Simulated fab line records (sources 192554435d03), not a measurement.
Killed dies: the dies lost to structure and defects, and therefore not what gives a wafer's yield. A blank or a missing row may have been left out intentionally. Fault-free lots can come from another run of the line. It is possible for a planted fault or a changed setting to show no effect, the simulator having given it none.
Chamber matching	flow n5_finfet	N5_BEOL_M7_ILD_DEP_00 on pecvd-02: 3 sister chambers
The step deposits SiCOH lowk from DEMS/porogen, target thk 179.75 nm, time 33.4 s. 14 wafers are shown with their chamber, then 6 later ones without.

WAFERS PAIRED WITH THEIR CHAMBERS
wafer	chamber	heater_power_w (W)	throttle_valve_pct (%)	showerhead_plenum_p_Torr (Torr)
L225.1	2	346	13.3	5.737
L225.5	2	350	13.4	5.747
L224.1	0	330	13.7	5.764
L224.5	1	261	14.6	5.733
L224.6	2	323	13.4	5.745
L228.1	0	351	13.9	5.748
L228.3	2	343	13.4	5.755
L228.4	1	238	15.0	5.753
L227.1	2	342	13.3	5.742
L227.2	0	344	13.6	5.738
L232.2	0	330	14.2	5.761
L232.6	0	333	13.8	5.750
L236.1	0	363	14.1	5.770
L236.4	2	344	13.5	5.736

SIGNATURES (averages over the wafers above)
reading	chamber 0	chamber 1	chamber 2	scatter within a chamber
heater_power_w	341.83	249.50	341.33	12.1
throttle_valve_pct	13.883	14.800	13.383	0.185
showerhead_plenum_p_Torr	5.75517	5.74300	5.74367	0.0102
Rule: distance of a wafer from a chamber = root of the sum over the readings of ((wafer's reading minus chamber's mean) / reading's scatter) squared. The wafer belongs to the nearest chamber; if the next one is less than 2 further off, it can't be placed. How the scatter is found: for the shown wafers, subtract from each reading the mean of its chamber, square and add these, divide the total by (wafers less chambers), then take the root.

WAFERS MISSING THEIR CHAMBER
wafer	heater_power_w (W)	throttle_valve_pct (%)	showerhead_plenum_p_Torr (Torr)
L243.1	324	13.3	5.761
L243.5	276	14.9	5.748
L243.6	314	13.5	5.750
L244.3	362	14.2	5.744
L244.5	268	14.7	5.759
L244.6	331	13.4	5.730

EACH ONE'S CHAMBER
wafer	from the rows above	in truth
L243.1	can't be placed: 2 or 0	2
L243.5	1	1
L243.6	can't be placed: 2 or 0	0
L244.3	0	0
L244.5	1	1
L244.6	2	2
Correctly placed: 4 of 6. Unplaceable from these rows: 2, with the true chamber sitting among the candidates in 2. 0 placed wrongly.
